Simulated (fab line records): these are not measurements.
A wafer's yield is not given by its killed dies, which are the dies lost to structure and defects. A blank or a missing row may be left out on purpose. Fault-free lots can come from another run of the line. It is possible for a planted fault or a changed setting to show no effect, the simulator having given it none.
Matching of chambers    flow nand-harc    NHARC_A_M1_DEP_33 on pecvd-04 has 3 sister chambers
The step deposits SiCN, target thk 30 nm. 3 wafers are shown with their chamber, then 9 later ones without.

== EACH WAFER AND ITS CHAMBER ==
wafer   chamber  heater-power-w (W)
L092.3  2        519
L094.5  0        574
L094.6  1        509

== WAFERS WHOSE CHAMBER IS MISSING ==
wafer   heater-power-w (W)
L096.1  533
L096.2  499
L096.6  518
L097.3  513
L097.4  576
L097.5  522
L095.1  581
L095.2  588
L095.6  582

== THE CHAMBER EACH PASSED THROUGH ==
wafer    from the rows above       in truth
L096.1   can't be placed: 2 or 1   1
L096.2   can't be placed: 1 or 2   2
L096.6   can't be placed: 2 or 1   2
L097.3   can't be placed: 1 or 2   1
L097.4   0                         0
L097.5   can't be placed: 2 or 1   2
L095.1   0                         0
L095.2   0                         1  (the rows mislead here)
L095.6   0                         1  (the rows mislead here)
2 of 9 placed correctly. From these rows, 5 cannot be placed; in 5 the true chamber is one of the candidates. Wrongly placed: 2.
How it was worked out, from the rows above alone: a wafer's distance from a chamber is the root of the sum, over the readings, of the square of ((its reading less the chamber's mean) divided by the reading's scatter). The wafer belongs to the nearest chamber; if the next one is less than 2 further off, it can't be placed. A chamber's mean is the mean of its shown wafers. The scatter: with one shown wafer a chamber, the root of the mean of the squares of how far each hidden wafer lies from its nearest shown one.
